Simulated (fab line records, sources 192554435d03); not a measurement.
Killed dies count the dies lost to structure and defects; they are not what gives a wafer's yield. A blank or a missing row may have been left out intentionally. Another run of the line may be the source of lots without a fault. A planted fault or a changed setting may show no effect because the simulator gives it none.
Struck lot and sound lot, side by side | flow n5 finfet | 38 steps out of a route of 1938
Sound: these wafers, L500.3, L500.4, L500.6. Struck: wafer L488.1; the same lot's L488.2 was not struck, so it is left out; see the end for the cause.
Per side, at each step with rows, come the tool, then ch with its chambers, and then its first start. Under that, the readings that differ: sound wafers | struck wafers | difference of the means | sigmas: that difference in standard deviations of wafers without a fault.
alike: a reading whose means differ by less than 2 such deviations, as well as words and numbers matching on both sides. not compared: withheld readings; readings where some wafer has no value; bounds like >300 that might hide an equal value; numbers whose values overlap and for which the record gives no deviation.
Wherever a step has rows on one side only, a row that says differs or no value, or a row with sigmas, the two part there. When numbers do not overlap yet have no deviation, they are printed without sigmas and do not part them. Lack of a reading on every wafer of one side parts them only where that side has two or more wafers.

first, 8 steps without rows for these wafers: N5_BEOL_M0_ECD_118 (material Cu, target thk 300 nm); N5_BEOL_M0_ANNEAL_119 (time 90 s); N5_BEOL_M0_CMP_120 (polishes, stops on SiOC, t overpolish 6.9 s); N5_BEOL_M0_PRE_CLEAN_131 (time 15 s); N5_BEOL_M0_CO_CAP_123 (material Co, precursor CCTBA/H2, target thk 2 nm, time 102.1 s); N5_BEOL_M0_PRE_CLEAN_124 (time 15 s); N5_BEOL_M0_DEP_125 (deposits SiCN from 3MS/NH3, target thk 8 nm, time 14 s); N5_BEOL_M1_ILD_DEP_00 (deposits SiOC from DEMS/O2, target thk 79 nm, time 15.3 s).
N5_BEOL_M1_PECVD_72: deposits SiO2 from TEOS/O2, target thk 16 nm, time 18 s.
  sound on pecvd-02 ch 0,1, day 10 11:19; struck on pecvd-03 ch 0, day 7 12:46
  reading                                    | sound        | struck | difference | sigmas
  model.SiO2_of_BEOL_M1_PECVD_72.thk nm (nm) | 15.8 15.8 16 | 23     | +7         |
  alike: heater power w, showerhead plenum p Torr, throttle valve pct
then, 25 steps without rows for these wafers: N5_BEOL_M1_HM_DEP_02 (deposits TiN, target thk 20 nm); N5_BEOL_M1_COAT_61 (time 60 s, resist thk 60 nm); N5_BEOL_M1_COAT_62 (time 60 s, resist thk 12 nm); N5_BEOL_M1_COAT_73 (time 60 s, resist thk 5 nm); N5_BEOL_M1_COAT_05 (resist thk 30 nm); N5_BEOL_M1_EBR_07; N5_BEOL_M1_SOFTBAKE_06 (time 60 s); N5_BEOL_M1_EXPOSE_08 (exposes mask M1); N5_BEOL_M1_PEB_09 (peb time 60 s); N5_BEOL_M1_DEVELOP_10 (develop time 30 s); N5_BEOL_M1_DESCUM_16 (chemistry O2, time 7 s); N5_BEOL_M1_ETCH_74 (etches underlayer in N2/H2, target depth 6.5 nm, time 5.2 s); N5_BEOL_M1_ETCH_63 (etches SiARC in CF4, target depth 15.6 nm, time 26 s); N5_BEOL_M1_ETCH_64 (etches SOC in N2/H2, target depth 75 nm, overetch 15 nm, time 112.5 s); N5_BEOL_M1_STRIP_65 (strips in N2/H2); N5_BEOL_M1_STRIP_75 (strips in N2/H2); N5_BEOL_M1_STRIP_66 (strips in CF4); N5_BEOL_M1_HM_OPEN_17 (chemistry Cl2/BCl3, target TiN, target depth 20 nm, overetch 6 nm); N5_BEOL_M1_STRIP_19 (strips in O2); N5_BEOL_M1_COAT_67 (time 60 s, resist thk 60 nm); N5_BEOL_M1_COAT_68 (time 60 s, resist thk 12 nm); N5_BEOL_M1_COAT_76 (time 60 s, resist thk 5 nm); N5_BEOL_M1_COAT_22 (resist thk 30 nm); N5_BEOL_M1_EBR_24; N5_BEOL_M1_SOFTBAKE_23 (time 60 s).
N5_BEOL_M1_HM_STRIP_39: strips TiN in peroxide tin strip, target depth 25 nm, time 158 s.
  sound on wet bench-02 ch 0,1,4, day 11 04:25; struck on wet bench-02 ch 5, day 8 10:13
  reading                                    | sound          | struck | difference | sigmas
  model.SiO2_of_BEOL_M1_PECVD_72.thk nm (nm) | 15.6 15.8 15.8 | 22.8   | +7.1       |
  alike: bath guard temp C
N5_BEOL_M1_CMP_52: polishes, stops on SiOC, t overpolish 6.8 s, target thk 40 nm.
  sound on cmp-04 ch 0,2,3, day 11 07:34; struck on cmp-04 ch 1, day 8 13:50
  reading                      | sound          | struck | difference | sigmas
  barrier field endpoint s (s) | 24.3 24.3 24.8 | 33.5   | +9.0       | +14
  alike: motor current A
-- here the record skips 3 days between the struck wafers' starts before and after, leaving off in module BEOL_M1 and picking up in module BEOL_M4 (first step shown: number 1111 of the route) --
N5_BEOL_M4_RC_MEAS_101:
  sound on prober-02 ch 0, day 17 01:40; struck on prober-01 ch 0, day 11 16:53
  reading       | sound          | struck | difference | sigmas
  DIBL_N (mV/V) | 37.1 36.8 37.7 | 34.6   | -2.6       | -2
  alike: DIBL_P, IOFF_N, IOFF_P, ION_N, ION_P, SS_N, SS_P, VT_N, VT_P
-- a jump in the record: the struck wafers' starts before and after are 4 days apart (it breaks off in module BEOL_M4 and resumes in module PASSIVATION, where the first step shown is number 1936 of the route) --
N5_PASSIVATION_PROBE_49:
  struck on prober-01, day 15 22:19; sound on prober-01, day 21 18:35
  reading      | sound    | struck | difference | sigmas
  killed short | 26 27 42 | 46     | +14        | +2
  alike: defect limited yield, killed_at_M0_to_M3, killed_at_M4_up, killed at contacts, killed at front end, killed at other, killed dies, killed open, sort_bin_5_function, sort_bin_6_memory, sort n pass, sort yield pct

## WHERE THEY PART
Earliest at N5_BEOL_M1_CMP_52; latest, in this record, at N5_PASSIVATION_PROBE_49.

WHY: whatever the simulator had introduced
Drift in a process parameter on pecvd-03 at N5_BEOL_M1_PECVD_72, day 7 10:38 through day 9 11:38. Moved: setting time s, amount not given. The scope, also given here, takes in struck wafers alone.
